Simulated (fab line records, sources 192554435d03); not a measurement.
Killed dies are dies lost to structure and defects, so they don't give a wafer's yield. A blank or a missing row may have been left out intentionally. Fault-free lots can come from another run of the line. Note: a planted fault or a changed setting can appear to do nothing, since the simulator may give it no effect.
Split-lot study | flow n5Finfet | 21 wafers read across 7 lots, on a route 1938 steps long

THE SPLIT
At N5_BEOL_M5_TRENCH_ETCH_37 (etches SiCOH lowk in C4F6/O2, target depth 71.652 nm, time 24.7 s), the setting sourceW was moved away from the recipe's 345 W on 7 of the 21 wafers read, by -8.6% to +17.2%. For the rest of the wafers, this setting stayed at what the recipe calls for.

The split's own step is where the reading is taken.

THE READING
rfVppV, in V, at N5_BEOL_M5_TRENCH_ETCH_37 (etches SiCOH lowk in C4F6/O2, target depth 71.652 nm, time 24.7 s). On this fab line, fault-free wafers typically give 663 V with a standard deviation of 4.5 V.

wafer  | tool, chamber at the split | sourceW as run, W | against the recipe | rfVppV, V | against lot-mates on the recipe
L078.3 | rieDiel-02, 0              | 345               | recipe             | 658       | -
L078.5 | rieDiel-02, 3              | 345               | recipe             | 666       | -
L078.6 | rieDiel-02, 1              | 315.5             | -8.6%              | 690       | +28
L081.1 | rieDiel-06, 3              | 345               | recipe             | 657       | -
L081.2 | rieDiel-06, 0              | 404.2             | +17.2%             | 612       | -45
L081.4 | rieDiel-06, 1              | 404.2             | +17.2%             | 611       | -46
L083.2 | rieDiel-06, 3              | 345               | recipe             | 655       | -
L083.5 | rieDiel-06, 1              | 345               | recipe             | 663       | -
L083.6 | rieDiel-06, 2              | 345               | recipe             | 669       | -
L084.1 | rieDiel-02, 3              | 345               | recipe             | 667       | -
L084.3 | rieDiel-02, 1              | 345               | recipe             | 659       | -
L084.5 | rieDiel-02, 0              | 398.2             | +15.4%             | 611       | -52
L082.1 | rieDiel-06, 3              | 345               | recipe             | 656       | -
L082.3 | rieDiel-06, 2              | 381.7             | +10.6%             | 635       | -21
L082.6 | rieDiel-06, 3              | 345               | recipe             | 656       | -
L096.2 | rieDiel-05, 2              | 345               | recipe             | 668       | -
L096.3 | rieDiel-05, 3              | 345               | recipe             | 665       | -
L096.6 | rieDiel-05, 3              | 383.6             | +11.2%             | 631       | -36
L097.2 | rieDiel-02, 1              | 389.5             | +12.9%             | 619       | -44
L097.3 | rieDiel-02, 3              | 345               | recipe             | 667       | -
L097.4 | rieDiel-02, 2              | 345               | recipe             | 658       | -

THE FIT
A straight line over all 21 wafers: rfVppV changes by -3.03 V for each +1% of sourceW; r = -0.98; the points scatter about the line by 4.7 V.
The same after taking each lot's own level away (the mean of its wafers on the recipe; 21 wafers): -2.92 V for each +1%; r = -0.98; scatter 4.9 V.
Per that fit: largest sourceW move, reading shift of 50 V.
The span of the lots' own levels, 656.0 to 666.5 V, comes to 2.3 times the standard deviation stated above.
So the lot-to-lot level changes the slope little: the two slopes agree.
Check: for one of the wafers moved furthest among these (+17.2%), held out of the fit, the line's prediction against its lot-mates is -51.2 V. Against them it came out at -45 V.
Tool readings at the split's step, against how far the setting was moved: rfVppV r = -0.98.

ADDITIONAL SPLITS CARRIED BY THESE WAFERS
Other splits were also applied to these wafers ahead of the reading. Each is held against what the fit with the lots' levels taken away leaves over:
other split on the same wafers | wafers away from the commonest value | r with rfVppV (lot level and that fit taken away)
N5_BEOL_M5_DESCUM_16 timeS     | 7                                    | -0.01

THE FILE'S OWN FIT
rfVppV changes by -2.96 V for each +1% of sourceW, r = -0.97.
